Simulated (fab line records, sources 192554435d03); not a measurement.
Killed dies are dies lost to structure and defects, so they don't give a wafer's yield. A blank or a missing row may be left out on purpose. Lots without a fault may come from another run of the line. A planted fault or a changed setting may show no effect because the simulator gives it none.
fab line records | flow n5_finfet
record lots=6 wafers=18 last_day=17
route steps=1938 shown BEOL_M2@852 BEOL_M4@1111
lots that met no fault: from a run of the same line without faults
start_h: hours from the record's first day to the start of the lot's first wafer shown | wait_h: hours since the lot's step before | " the same as in the row above | L1.1+2: a row that stands for several wafers | - no value, or no start given | * or withheld: withheld | < > ~ a bound
route shown NAME@n: a module of which the file shows steps, and the number in the route of the first | usual: mean/standard deviation of fault-free wafers | same: alike in all rows | chamber/n: place in a boat | sites: the reading at each site | _std_site: their standard deviation | _edge_site: outer sites' mean less inner sites' | radius_mm: how far each site lies from the wafer's centre | mask NAME#n: copy n | behind: the tool/chamber that last shaped the wafer | hold: why the lot was held/for how many hours/how that ended | device: the transistor (n, p or np) that didn't switch | end of line: the same wafers' tests at the end of the route | a step without rows: its recipe alone | killed: dies lost to structure and defects at the first sort, not the wafer's yield | map: a wafer's dies, x killed, . not, _ none there
set.NAME: the setting as run; set.NAME@STEP: as run at that earlier step | model.NAME: the simulator's own value behind a step, which no gauge read
lots at some steps of the route; a table a step, a row a wafer
services: from which hour (start_h, from the record's first day; less than 0 if before it) a tool's chamber was out of use, for how many hours, and why
## steps
# step N5_BEOL_M2_PEB_09
# recipe peb_temp_c=100 peb_time_s=60 resist=CAR-EUV
# step N5_BEOL_M2_DEVELOP_10
# recipe develop_time_s=30 developer=TMAH resist=CAR-EUV rinse_liquid=surfactant_rinse dry=air_spin dev_temp_c=23
# step N5_BEOL_M2_CD_MEAS_11
# recipe target_cd_nm=16.79 landing_energy_ev=500 detector=se_inlens polarity=opening
# usual cd_nm=16.75/0.25
# columns lot.wafer tool chamber start_h wait_h cd_nm
L854.1 cd_sem-03 0 141.91 - 16.84
L854.2 " 0 " " 16.99
L854.5 " 0 " " 16.81
L862.1 cd_sem-03 0 194.72 - 16.80
L862.3 " 0 " " 17.13
L862.6 " 0 " " 16.76
L870.1 cd_sem-03 0 234.51 - 16.69
L870.3 " 0 " " 16.86
L870.5 " 0 " " 16.69
L869.2 cd_sem-01 0 238.70 - 16.46
L869.3 " 0 " " 17.08
L869.4 " 0 " " 16.52
L872.1 cd_sem-01 0 251.89 - 16.71
L872.2 " 0 " " 16.79
L872.6 " 0 " " 17.34
L874.2 cd_sem-01 0 259.87 - 16.87
L874.3 " 0 " " 16.89
L874.4 " 0 " " 16.74
# step N5_BEOL_M2_OVL_MEAS_12
# recipe points_per_wafer=522
# usual M2_OVL=-0.3/0.61
# columns lot.wafer tool chamber start_h wait_h M2_OVL[nm]
L854.1 overlay-01 0 141.94 0.0 -0.9
L854.2 " 0 " " -1.9
L854.5 " 0 " " -0.9
L862.1 overlay-02 0 194.75 0.0 0.2
L862.3 " 0 " " 0.2
L862.6 " 0 " " 0.6
L870.1 overlay-02 0 234.54 0.0 -0.9
L870.3 " 0 " " -0.5
L870.5 " 0 " " -0.3
L869.2 overlay-02 0 238.73 0.0 -0.3
L869.3 " 0 " " 0.0
L869.4 " 0 " " -0.8
L872.1 overlay-02 0 251.92 0.0 -0.8
L872.2 " 0 " " 0.4
L872.6 " 0 " " -0.4
L874.2 overlay-01 0 259.90 0.0 0.2
L874.3 " 0 " " 0.9
L874.4 " 0 " " 0.5
# step N5_BEOL_M2_INSPECT_13
# recipe mode=adi inspect_instrument=brightfield
# usual raw_defect_count=413/100
# columns lot.wafer tool chamber start_h wait_h raw_defect_count
L854.1 defect_inspect-02 - 142.00 0.1 538
L854.2 " - " " 493
L854.5 " - " " 387
L862.1 defect_inspect-01 - 194.81 0.1 317
L862.3 " - " " 334
L862.6 " - " " 436
L870.1 defect_inspect-02 - 234.61 0.1 391
L870.3 " - " " 527
L870.5 " - " " 374
L869.2 defect_inspect-02 - 238.79 0.0 443
L869.3 " - " " 426
L869.4 " - " " 343
L872.1 defect_inspect-01 - 251.98 0.1 374
L872.2 " - " " 473
L872.6 " - " " 337
L874.2 defect_inspect-02 - 259.95 0.0 484
L874.3 " - " " 418
L874.4 " - " " 631
# step N5_BEOL_M2_DESCUM_16
# recipe chemistry=O2 time_s=7 source_power_w=50 bias_power_w=20 pressure_mtorr=20 rf_frequency_hz=2.712e+07 temp_c=40 resist=CAR-EUV o2_flow_sccm=225
# step N5_BEOL_M2_ETCH_74
# recipe chemistry=N2/H2 target=underlayer target_depth_a=65 mask_material=CAR-EUV time_s=5.2 ion_energy_ev=200 pressure_mtorr=30 source_w=840 bias_w=150 n2_flow_sccm=200 h2_flow_sccm=200 ends=cleared
# usual drypump_motor_current_A=5.7/0.31 etch_rf_on_time_s=5.04/0.16 oes_product_au=0.70/0.078 rf_fwd_power_W=818.9/2.4 rf_vpp_V=524.1/2.5 showerhead_plenum_p_Torr=2.54/0.082 throttle_valve_pct=17.88/0.28
# columns lot.wafer tool chamber start_h wait_h drypump_motor_current_A etch_rf_on_time_s oes_product_au rf_fwd_power_W rf_hours_counter_h rf_vpp_V showerhead_plenum_p_Torr throttle_valve_pct
L854.1 rie_diel-01 0 142.29 0.0 6.2 4.90 0.71 820.7 104 525.0 2.54 17.77
L854.2 " 1 " " 5.9 5.26 0.70 818.3 89 525.5 2.67 17.61
L854.5 " 3 " " 5.2 5.27 0.56 818.1 - 520.3 2.39 18.03
L862.1 rie_diel-01 3 195.76 0.0 5.1 5.11 0.82 818.0 7 530.0 2.71 17.59
L862.3 " 2 " " 6.2 4.91 0.82 815.8 23 525.1 2.58 17.70
L862.6 " 1 " " 5.9 5.37 0.65 822.4 - 525.6 2.65 17.65
L870.1 rie_diel-03 0 234.68 0.0 5.5 5.04 0.60 816.9 215 525.8 2.61 18.29
L870.3 " 2 " " 5.8 5.17 0.62 820.7 187 520.6 2.43 17.98
L870.5 " 1 " " 5.4 5.00 0.60 818.6 - 517.8 2.37 17.92
L869.2 rie_diel-05 3 238.86 0.0 5.3 4.94 0.79 819.9 27 522.8 2.48 18.04
L869.3 " 0 " " 5.8 5.16 0.63 813.4 202 524.5 2.51 17.87
L869.4 " 2 " " 5.8 4.95 0.78 822.8 36 521.3 2.51 18.35
L872.1 rie_diel-05 2 252.38 0.0 5.9 4.94 0.78 820.7 41 522.5 2.50 18.36
L872.2 " 0 " " 5.8 5.10 0.64 818.4 206 522.1 2.51 17.90
L872.6 " 2 " " 5.9 4.95 0.78 820.0 - 523.1 2.50 18.36
L874.2 rie_diel-05 3 260.02 0.0 5.3 4.92 0.77 818.5 34 523.0 2.47 18.03
L874.3 " 1 " " 5.9 5.21 0.71 822.4 70 525.6 2.56 17.41
L874.4 " 2 " " 5.9 4.83 0.77 823.1 43 521.3 2.50 18.34
# step N5_BEOL_M2_ETCH_63
# recipe chemistry=CF4 target=SiARC target_depth_a=156 mask_material=CAR-EUV time_s=26 ion_energy_ev=80 pressure_mtorr=40 source_w=545 bias_w=36 Ar_flow_sccm=100 cf4_flow_sccm=100 ends=cleared
# usual drypump_motor_current_A=5.7/0.31 etch_rf_on_time_s=25.1/0.72 oes_product_au=0.71/0.079 rf_fwd_power_W=531.5/1.5 rf_vpp_V=184.1/1.1 showerhead_plenum_p_Torr=2.14/0.065 throttle_valve_pct=15.67/0.21
# columns lot.wafer tool chamber start_h wait_h drypump_motor_current_A etch_rf_on_time_s oes_product_au rf_fwd_power_W rf_hours_counter_h rf_vpp_V showerhead_plenum_p_Torr throttle_valve_pct
L854.1 rie_diel-01 0 142.31 0.0 6.2 24.9 0.71 531.5 104 184.0 2.18 15.76
L854.2 " 1 " " 5.9 26.5 0.69 531.6 89 185.3 2.23 15.36
L854.5 " 3 " " 5.1 26.0 0.56 530.7 - 182.4 2.02 15.78
L862.1 rie_diel-01 3 195.78 0.0 5.1 25.6 0.82 529.5 7 184.8 2.27 15.28
L862.3 " 2 " " 6.2 24.9 0.82 532.5 23 185.2 2.19 15.55
L862.6 " 1 " " 5.9 26.7 0.66 533.3 - 185.7 2.22 15.41
L870.1 rie_diel-03 0 234.69 0.0 5.5 24.9 0.61 532.3 215 184.2 2.19 16.06
L870.3 " 2 " " 5.7 25.7 0.63 530.2 187 182.5 2.06 15.67
L870.5 " 1 " " 5.4 25.2 0.60 530.3 - 181.6 2.04 15.94
L869.2 rie_diel-05 3 238.87 0.0 5.3 24.3 0.79 529.0 27 184.1 2.09 15.79
L869.3 " 0 " " 5.8 25.5 0.63 533.9 202 183.7 2.10 15.59
L869.4 " 2 " " 5.8 24.2 0.80 529.9 36 183.2 2.11 15.88
L872.1 rie_diel-05 2 252.39 0.0 5.9 24.4 0.78 529.6 41 183.2 2.11 15.88
L872.2 " 0 " " 5.8 25.4 0.62 534.0 206 184.0 2.10 15.57
L872.6 " 2 " " 5.9 24.5 0.77 527.4 - 183.7 2.11 15.87
L874.2 rie_diel-05 3 260.04 0.0 5.3 24.2 0.78 531.8 34 183.1 2.09 15.80
L874.3 " 1 " " 5.8 26.0 0.71 531.3 70 183.4 2.20 15.45
L874.4 " 2 " " 5.9 24.5 0.76 530.2 43 181.8 2.11 15.90
# step N5_BEOL_M2_ETCH_64
# recipe chemistry=N2/H2 target=SOC target_depth_a=750 overetch_a=225 mask_material=SiARC temp_c=40 time_s=121.9 ion_energy_ev=200 pressure_mtorr=30 source_w=840 bias_w=150 n2_flow_sccm=200 h2_flow_sccm=200
# usual drypump_motor_current_A=5.7/0.31 oes_product_au=0.62/0.064 rf_fwd_power_W=836.1/2.8 rf_vpp_V=523.9/2.4 showerhead_plenum_p_Torr=2.54/0.082 throttle_valve_pct=17.83/0.28
# columns lot.wafer tool chamber start_h wait_h drypump_motor_current_A oes_product_au rf_fwd_power_W rf_hours_counter_h rf_vpp_V showerhead_plenum_p_Torr throttle_valve_pct
L854.1 rie_diel-01 0 142.34 0.0 6.2 0.61 839.9 104 524.0 2.54 17.77
L854.2 " 1 " " 5.9 0.63 832.5 89 527.1 2.67 17.55
L854.5 " 3 " " 5.1 0.50 841.8 - 519.0 2.39 18.01
L862.1 rie_diel-01 3 195.80 0.0 5.1 0.72 835.9 7 528.7 2.71 17.52
L862.3 " 2 " " 6.2 0.70 832.6 23 525.5 2.58 17.65
L862.6 " 1 " " 5.9 0.60 833.1 - 527.7 2.65 17.61
L870.1 rie_diel-03 0 234.72 0.0 5.6 0.52 835.6 215 526.8 2.61 18.21
L870.3 " 2 " " 5.7 0.55 832.5 187 521.4 2.43 17.93
L870.5 " 1 " " 5.4 0.53 840.5 - 519.7 2.37 17.88
L869.2 rie_diel-05 3 238.90 0.0 5.3 0.67 841.2 27 524.0 2.48 17.99
L869.3 " 0 " " 5.8 0.55 832.8 202 524.3 2.51 17.82
L869.4 " 2 " " 5.9 0.68 832.2 36 522.4 2.51 18.31
L872.1 rie_diel-05 2 252.42 0.0 5.9 0.67 837.9 41 524.4 2.50 18.30
L872.2 " 0 " " 5.8 0.55 834.8 206 523.1 2.51 17.82
L872.6 " 2 " " 5.9 0.67 840.1 - 522.5 2.50 18.30
L874.2 rie_diel-05 3 260.07 0.0 5.3 0.66 836.6 34 522.5 2.47 17.98
L874.3 " 1 " " 5.8 0.64 831.0 70 525.9 2.56 17.36
L874.4 " 2 " " 5.8 0.67 833.6 43 522.9 2.50 18.32
# step N5_BEOL_M2_STRIP_65
# recipe chemistry=N2/H2 temp_c=40 n2_flow_sccm=200 h2_flow_sccm=200 rf_frequency_hz=6e+07
# step N5_BEOL_M2_STRIP_75
# recipe chemistry=N2/H2 temp_c=40 n2_flow_sccm=200 h2_flow_sccm=200 rf_frequency_hz=6e+07
# step N5_BEOL_M2_STRIP_66
# recipe chemistry=CF4 resist=SiARC power_w=300 bias_power_w=75 pressure_mtorr=50 cf4_flow_sccm=150 rf_frequency_hz=6e+07
# usual drypump_motor_current_A=5.7/0.31 oes_product_au=0.80/0.083 rf_fwd_power_W=292.7/0.84 rf_vpp_V=271.1/1.6 showerhead_plenum_p_Torr=1.80/0.051 throttle_valve_pct=13.63/0.23
# columns lot.wafer tool chamber start_h wait_h drypump_motor_current_A oes_product_au rf_fwd_power_W rf_hours_counter_h rf_vpp_V showerhead_plenum_p_Torr throttle_valve_pct
L854.1 rie_diel-01 0 142.47 0.0 6.2 0.80 291.4 104 271.5 1.82 13.71
L854.2 " 1 " " 5.9 0.80 293.3 89 273.4 1.86 13.30
L854.5 " 3 " " 5.1 0.66 293.5 - 268.7 1.69 13.81
L862.1 rie_diel-01 3 195.94 0.0 5.1 0.93 292.1 7 273.7 1.90 13.23
L862.3 " 2 " " 6.2 0.91 293.5 23 273.2 1.82 13.40
L862.6 " 1 " " 5.9 0.78 291.8 - 271.8 1.85 13.37
L870.1 rie_diel-03 0 234.85 0.0 5.5 0.68 293.0 215 273.2 1.84 14.08
L870.3 " 2 " " 5.7 0.72 292.7 187 269.6 1.72 13.68
L870.5 " 1 " " 5.4 0.69 292.1 - 269.8 1.70 13.93
L869.2 rie_diel-05 3 239.03 0.0 5.3 0.87 292.8 27 272.7 1.77 13.75
L869.3 " 0 " " 5.8 0.72 291.9 202 272.1 1.76 13.64
L869.4 " 2 " " 5.9 0.88 292.9 36 270.5 1.78 13.82
L872.1 rie_diel-05 2 252.55 0.0 5.9 0.87 294.4 41 270.4 1.78 13.85
L872.2 " 0 " " 5.8 0.72 292.5 206 270.7 1.76 13.63
L872.6 " 2 " " 5.9 0.88 293.3 - 270.4 1.78 13.83
L874.2 rie_diel-05 3 260.20 0.0 5.3 0.86 292.4 34 267.7 1.76 13.77
L874.3 " 1 " " 5.8 0.82 292.8 70 271.5 1.84 13.39
L874.4 " 2 " " 5.8 0.87 292.0 43 268.8 1.78 13.85
# step N5_BEOL_M2_HM_OPEN_17
# recipe chemistry=Cl2/BCl3 target_depth_a=200 overetch_a=60 target=TiN mask_material=SOC ion_energy_ev=150 pressure_mtorr=10 icp_w=1000 bias_w=126 Cl2_flow_sccm=53.25 bcl3_flow_sccm=21.75 Ar_flow_sccm=25
# usual bcl3_flow_sccm=21.74/0.073 drypump_motor_current_A=5.7/0.5 he_backside_leak_sccm=3.37/0.24 oes_product_au=0.64/0.089 rf_fwd_power_W=994/3.5 throttle_valve_pct=22.08/0.24
# columns lot.wafer tool chamber start_h wait_h bcl3_flow_sccm drypump_motor_current_A he_backside_leak_sccm oes_product_au rf_fwd_power_W rf_hours_counter_h throttle_valve_pct model.SOC_of_BEOL_M2_COAT_61.thk_nm
L854.1 rie_metal-01 0 142.51 0.0 21.60 6.4 3.62 0.51 993 140 22.18 52.4
L854.2 " 1 " " 21.73 5.9 3.32 0.70 995 21 22.18 52
L854.5 " 0 " " 21.70 6.4 3.18 0.51 996 - 22.18 52.6
L862.1 rie_metal-02 0 195.99 0.0 21.83 5.7 3.66 0.54 989 107 22.50 52.4
L862.3 " 0 " " 21.88 5.7 3.55 0.54 994 - 22.50 52.4
L862.6 " 0 " " 21.86 5.7 3.68 0.54 992 - 22.50 52.4
L870.1 rie_metal-03 0 234.90 0.0 21.70 4.7 3.25 0.61 995 69 22.00 51.8
L870.3 " 1 " " 21.76 5.8 3.17 0.53 991 - 21.68 52
L870.5 " 1 " " 21.79 5.8 2.81 0.53 996 - 21.67 52
L869.2 rie_metal-02 0 239.07 0.0 21.77 5.7 3.52 0.54 984 112 22.49 51.6
L869.3 " 0 " " 21.66 5.7 3.42 0.54 990 - 22.49 51.6
L869.4 " 1 " " 21.69 5.4 3.13 0.74 997 - 21.90 51.4
L872.1 rie_metal-02 1 252.59 0.0 21.87 5.4 3.61 0.72 993 19 21.92 51.2
L872.2 " 0 " " 21.53 5.7 3.50 0.54 992 112 22.51 51.6
L872.6 " 1 " " 21.75 5.4 3.56 0.72 993 - 21.91 51.2
L874.2 rie_metal-01 0 260.24 0.0 21.75 6.4 3.35 0.76 995 5 22.13 52.4
L874.3 " 1 " " 21.59 5.9 3.39 0.67 1002 - 22.21 51.8
L874.4 " 0 " " 21.73 6.4 3.38 0.77 994 - 22.09 52.4
# step N5_BEOL_M2_STRIP_19
# recipe chemistry=O2 power_w=400 temp_c=40 pressure_mtorr=30 rf_frequency_hz=6e+07 bias_power_w=0 overash_fraction=0.2 o2_flow_sccm=225
# usual drypump_motor_current_A=5.7/0.35 o2_flow_sccm=225.1/0.68 oes_product_au=0.81/0.091 rf_vpp_V=3.6/0.5 showerhead_plenum_p_Torr=2.11/0.08 throttle_valve_pct=16.68/0.2
# columns lot.wafer tool chamber start_h wait_h drypump_motor_current_A o2_flow_sccm oes_product_au rf_hours_counter_h rf_vpp_V showerhead_plenum_p_Torr throttle_valve_pct
L854.1 rie_diel-05 0 142.72 0.2 5.8 225.3 0.76 179 3.5 2.06 16.55
L854.2 " 2 " " 5.9 224.6 0.94 16 3.1 2.04 16.80
L854.5 " 0 " " 5.8 225.2 0.75 - 3.7 2.06 16.56
L862.1 rie_diel-01 1 196.14 0.1 5.9 225.7 0.78 119 3.1 2.22 16.69
L862.3 " 2 " " 6.2 224.1 0.94 23 3.5 2.12 16.50
L862.6 " 0 " " 6.2 224.9 0.76 - 3.7 2.08 16.70
L870.1 rie_diel-05 2 235.01 0.1 5.8 225.4 0.90 35 3.8 2.04 16.84
L870.3 " 3 " " 5.3 224.8 0.89 25 3.6 2.03 16.76
L870.5 " 3 " " 5.3 224.6 0.91 - 4.3 2.03 16.76
L869.2 rie_diel-01 1 239.37 0.3 5.9 224.3 0.77 131 3.1 2.22 16.72
L869.3 " 3 " " 5.1 224.6 0.89 22 4.3 2.22 16.41
L869.4 " 2 " " 6.2 225.7 0.91 39 3.4 2.12 16.51
L872.1 rie_diel-05 2 252.70 0.1 5.9 225.9 0.90 41 2.8 2.04 16.84
L872.2 " 0 " " 5.8 225.1 0.74 207 3.1 2.05 16.62
L872.6 " 3 " " 5.3 224.9 0.89 - 3.7 2.03 16.77
L874.2 rie_diel-05 3 260.40 0.1 5.3 226.6 0.89 34 3.5 2.03 16.77
L874.3 " 2 " " 5.8 224.7 0.89 43 3.4 2.04 16.86
L874.4 " 1 " " 5.9 224.7 0.85 70 3.9 2.15 16.49
# step N5_BEOL_M4_RC_MEAS_101
# usual DIBL_N=35.4/2.1 DIBL_P=34.8/2.6 IOFF_N=0.15/0.037 IOFF_P=0.19/0.037 ION_N=677/16 ION_P=462/9.3 SS_N=71.4/0.75 SS_P=72.9/0.77 VT_N=250/3.7 VT_P=-251/3.5
# columns lot.wafer tool chamber start_h wait_h DIBL_N[mV/V] DIBL_P[mV/V] IOFF_N[nA/um] IOFF_P[nA/um] ION_N[uA/um] ION_P[uA/um] SS_N[mV/dec] SS_P[mV/dec] VT_N[mV] VT_P[mV]
L854.1 prober-02 0 183.59 0.0 31.6 28.4 0.09 0.16 664 473 70.1 72.4 255 -252
L854.2 " 0 " " 35.5 33.2 0.14 0.21 680 470 71.0 72.9 250 -249
L854.5 " 0 " " 34.3 31.4 0.13 0.18 680 463 70.9 72.7 248 -249
L862.1 prober-01 0 230.41 0.0 36.5 38.0 0.17 0.20 672 455 71.6 73.8 247 -252
L862.3 " 0 " " 30.1 29.5 0.08 0.12 652 453 69.9 71.4 255 -258
L862.6 " 0 " " 33.4 34.1 0.12 0.16 664 454 71.1 72.7 252 -254
L870.1 prober-01 0 269.81 0.0 33.0 32.2 0.12 0.15 667 451 71.0 72.1 253 -254
L870.3 " 0 " " 36.1 35.6 0.17 0.19 693 462 71.9 72.9 252 -252
L870.5 " 0 " " 34.8 35.3 0.15 0.19 678 465 70.8 73.2 252 -252
L869.2 prober-01 0 278.99 0.2 38.0 38.3 0.19 0.24 682 472 72.1 73.5 248 -247
L869.3 " 0 " " 34.9 35.8 0.13 0.20 669 461 71.0 73.3 251 -250
L869.4 " 0 " " 38.2 35.7 0.21 0.19 662 452 73.7 72.4 251 -252
L872.1 prober-01 0 286.34 0.0 35.6 35.4 0.15 0.19 678 460 72.1 72.7 250 -251
L872.2 " 0 " " 34.9 35.1 0.15 0.18 677 463 71.4 72.9 250 -250
L872.6 " 0 " " 34.7 34.9 0.14 0.19 680 466 71.5 73.0 248 -251
L874.2 prober-01 0 303.96 0.4 34.6 33.3 0.14 0.18 689 466 70.8 73.1 249 -250
L874.3 " 0 " " 34.0 33.2 0.13 0.18 675 467 71.4 72.7 251 -249
L874.4 " 0 " " 36.0 35.2 0.17 0.20 711 477 71.4 73.9 246 -252
## services
# columns tool chamber start_h hours kind
rie_metal-01 - 128.06 0.1 repair
rie_diel-01 2 134.57 - clean
rie_diel-01 2 134.57 - consumable_replace:esc
rie_diel-01 2 134.57 - consumable_replace:focus_ring
rie_diel-01 2 134.57 18.7 scheduled_down
rie_diel-01 2 134.57 18.7 vent_cycle
rie_diel-01 - 141.22 1.0 repair
rie_diel-05 - 143.37 14.6 pm
rie_diel-03 3 149.91 2.5 repair
rie_diel-01 3 153.44 - clean
rie_diel-01 3 153.44 - consumable_replace:focus_ring
rie_diel-01 3 153.44 - consumable_replace:showerhead
rie_diel-01 3 153.44 27.5 scheduled_down
rie_diel-01 3 153.44 27.5 vent_cycle
rie_metal-01 0 163.88 - clean
rie_metal-01 0 163.88 36.8 scheduled_down
rie_metal-01 0 163.88 36.8 vent_cycle
rie_diel-05 - 180.40 15.6 pm
rie_metal-03 1 200.76 2.8 repair
rie_diel-03 - 253.52 0.4 repair
## key
first_sign none at tools or gauges
model_effect step=N5_BEOL_M2_HM_OPEN_17 value=SOC_of_BEOL_M2_COAT_61.thk_nm without=52.27 struck=51.6
met_at N5_BEOL_M2_HM_OPEN_17
struck_wafers L869.2,L869.3,L872.2
onset_between 195.99 239.07
fault kind=process_parameter_drift tool=rie_metal-02 chamber=0 onset_h=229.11 steps=N5_BEOL_M2_HM_OPEN_17 channel=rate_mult offset=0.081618 shape=step end_h=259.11
